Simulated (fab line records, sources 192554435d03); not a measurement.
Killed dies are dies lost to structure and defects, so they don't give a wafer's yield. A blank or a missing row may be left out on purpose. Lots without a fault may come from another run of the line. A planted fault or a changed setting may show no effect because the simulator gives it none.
Chamber matching | flow n5_finfet | N5_SD_EPI_N_ETCH_35 on rie_diel-02: 4 sister chambers
The step etches SOC in N2/H2, overetch 108 nm, time 486 s. 4 wafers are shown with their chamber, then 9 later ones without.

WAFERS WITH THEIR CHAMBER
wafer  | chamber | showerhead_plenum_p_Torr (Torr)
L088.6 | 3       | 2.51
L091.2 | 0       | 2.61
L091.4 | 1       | 2.41
L091.6 | 2       | 2.64

WAFERS WITHOUT THEIR CHAMBER
wafer  | showerhead_plenum_p_Torr (Torr)
L092.1 | 2.41
L092.2 | 2.61
L092.3 | 2.50
L094.1 | 2.61
L094.4 | 2.41
L094.5 | 2.64
L095.2 | 2.41
L095.5 | 2.50
L095.6 | 2.61

WHICH CHAMBER EACH WENT THROUGH
wafer  | from the rows above | in truth
L092.1 | 1                   | 1
L092.2 | 0                   | 0
L092.3 | 3                   | 3
L094.1 | 0                   | 0
L094.4 | 1                   | 1
L094.5 | 2                   | 2
L095.2 | 1                   | 1
L095.5 | 3                   | 3
L095.6 | 0                   | 0
Placed correctly: 9 of 9. Can't be placed from these rows: 0. Placed wrongly: 0.
How it was worked out, from the rows above alone: a wafer's distance from a chamber is the root of the sum, over the readings, of the square of ((its reading less the chamber's mean) divided by the reading's scatter). The wafer belongs to the nearest chamber; if the next one is less than 2 further off, it can't be placed. A chamber's mean is the mean of its shown wafers. The scatter: with one shown wafer a chamber, the root of the mean of the squares of how far each hidden wafer lies from its nearest shown one.
